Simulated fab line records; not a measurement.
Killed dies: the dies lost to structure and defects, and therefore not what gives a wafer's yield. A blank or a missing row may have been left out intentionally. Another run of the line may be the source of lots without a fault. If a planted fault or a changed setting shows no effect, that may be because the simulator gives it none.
Chamber matching / flow n5Finfet / 4 sister chambers for N5_FIN_CUT_ETCH_20 on rieDiel-01
The step etches SiARC in CF4, target depth 26 nm, time 43.3 s. 20 wafers are shown with their chamber, then 10 later ones without.

== WAFERS WITH THEIR CHAMBER ==
wafer=L075.3; chamber=0; showerheadPlenumPTorr (Torr)=2.24; drypumpMotorCurrentA (A)=6.6; throttleValvePct (%)=15.49
wafer=L075.4; chamber=3; showerheadPlenumPTorr (Torr)=2.10; drypumpMotorCurrentA (A)=5.8; throttleValvePct (%)=15.28
wafer=L075.6; chamber=0; showerheadPlenumPTorr (Torr)=2.24; drypumpMotorCurrentA (A)=6.6; throttleValvePct (%)=15.49
wafer=L078.2; chamber=2; showerheadPlenumPTorr (Torr)=2.21; drypumpMotorCurrentA (A)=5.4; throttleValvePct (%)=15.72
wafer=L078.4; chamber=0; showerheadPlenumPTorr (Torr)=2.24; drypumpMotorCurrentA (A)=6.7; throttleValvePct (%)=15.50
wafer=L078.5; chamber=3; showerheadPlenumPTorr (Torr)=2.10; drypumpMotorCurrentA (A)=5.7; throttleValvePct (%)=15.29
wafer=L084.2; chamber=0; showerheadPlenumPTorr (Torr)=2.23; drypumpMotorCurrentA (A)=6.7; throttleValvePct (%)=15.51
wafer=L084.4; chamber=1; showerheadPlenumPTorr (Torr)=2.28; drypumpMotorCurrentA (A)=4.9; throttleValvePct (%)=15.39
wafer=L084.6; chamber=1; showerheadPlenumPTorr (Torr)=2.28; drypumpMotorCurrentA (A)=5.0; throttleValvePct (%)=15.39
wafer=L085.2; chamber=3; showerheadPlenumPTorr (Torr)=2.10; drypumpMotorCurrentA (A)=5.7; throttleValvePct (%)=15.32
wafer=L085.3; chamber=2; showerheadPlenumPTorr (Torr)=2.21; drypumpMotorCurrentA (A)=5.4; throttleValvePct (%)=15.77
wafer=L085.4; chamber=1; showerheadPlenumPTorr (Torr)=2.28; drypumpMotorCurrentA (A)=5.0; throttleValvePct (%)=15.39
wafer=L086.1; chamber=1; showerheadPlenumPTorr (Torr)=2.28; drypumpMotorCurrentA (A)=5.0; throttleValvePct (%)=15.39
wafer=L086.3; chamber=0; showerheadPlenumPTorr (Torr)=2.23; drypumpMotorCurrentA (A)=6.7; throttleValvePct (%)=15.52
wafer=L086.5; chamber=0; showerheadPlenumPTorr (Torr)=2.23; drypumpMotorCurrentA (A)=6.7; throttleValvePct (%)=15.52
wafer=L087.2; chamber=2; showerheadPlenumPTorr (Torr)=2.21; drypumpMotorCurrentA (A)=5.4; throttleValvePct (%)=15.77
wafer=L087.4; chamber=3; showerheadPlenumPTorr (Torr)=2.10; drypumpMotorCurrentA (A)=5.7; throttleValvePct (%)=15.34
wafer=L087.5; chamber=3; showerheadPlenumPTorr (Torr)=2.10; drypumpMotorCurrentA (A)=5.7; throttleValvePct (%)=15.33
wafer=L089.3; chamber=0; showerheadPlenumPTorr (Torr)=2.23; drypumpMotorCurrentA (A)=6.6; throttleValvePct (%)=15.53
wafer=L089.4; chamber=3; showerheadPlenumPTorr (Torr)=2.09; drypumpMotorCurrentA (A)=5.7; throttleValvePct (%)=15.31

SIGNATURES (means of the wafers above)
reading=showerheadPlenumPTorr; chamber 0=2.2343; chamber 1=2.2800; chamber 2=2.2100; chamber 3=2.0983; scatter within a chamber=0.00399
reading=drypumpMotorCurrentA; chamber 0=6.657; chamber 1=4.975; chamber 2=5.400; chamber 3=5.717; scatter within a chamber=0.0454
reading=throttleValvePct; chamber 0=15.5086; chamber 1=15.3900; chamber 2=15.7533; chamber 3=15.3117; scatter within a chamber=0.0191
Rule: a wafer lies at a distance from a chamber equal to the root of the sum of squares, over the readings, of (its reading less the chamber's mean, divided by the reading's scatter). The wafer belongs to the nearest chamber; if the next one is less than 2 further off, it can't be placed. The scatter: take each reading less its chamber's mean, square it, sum over the shown wafers, divide by the number of wafers less the number of chambers, and take the root.

== WAFERS WITHOUT THEIR CHAMBER ==
wafer=L089.5; showerheadPlenumPTorr (Torr)=2.23; drypumpMotorCurrentA (A)=6.7; throttleValvePct (%)=15.53
wafer=L092.2; showerheadPlenumPTorr (Torr)=2.23; drypumpMotorCurrentA (A)=6.6; throttleValvePct (%)=15.54
wafer=L092.4; showerheadPlenumPTorr (Torr)=2.27; drypumpMotorCurrentA (A)=5.0; throttleValvePct (%)=15.42
wafer=L092.5; showerheadPlenumPTorr (Torr)=2.21; drypumpMotorCurrentA (A)=5.4; throttleValvePct (%)=15.79
wafer=L095.2; showerheadPlenumPTorr (Torr)=2.27; drypumpMotorCurrentA (A)=5.0; throttleValvePct (%)=15.43
wafer=L095.4; showerheadPlenumPTorr (Torr)=2.27; drypumpMotorCurrentA (A)=5.0; throttleValvePct (%)=15.41
wafer=L095.6; showerheadPlenumPTorr (Torr)=2.22; drypumpMotorCurrentA (A)=6.7; throttleValvePct (%)=15.55
wafer=L096.3; showerheadPlenumPTorr (Torr)=2.22; drypumpMotorCurrentA (A)=6.7; throttleValvePct (%)=15.55
wafer=L096.4; showerheadPlenumPTorr (Torr)=2.09; drypumpMotorCurrentA (A)=5.8; throttleValvePct (%)=15.38
wafer=L096.5; showerheadPlenumPTorr (Torr)=2.20; drypumpMotorCurrentA (A)=5.4; throttleValvePct (%)=15.79

== WHICH CHAMBER EACH WENT THROUGH ==
wafer=L089.5; from the rows above=0; in truth=0
wafer=L092.2; from the rows above=0; in truth=0
wafer=L092.4; from the rows above=1; in truth=1
wafer=L092.5; from the rows above=2; in truth=2
wafer=L095.2; from the rows above=1; in truth=1
wafer=L095.4; from the rows above=1; in truth=1
wafer=L095.6; from the rows above=0; in truth=0
wafer=L096.3; from the rows above=0; in truth=0
wafer=L096.4; from the rows above=3; in truth=3
wafer=L096.5; from the rows above=2; in truth=2
Correct placement for 10 of the 10. Not placeable from these rows: 0. 0 placed wrongly.
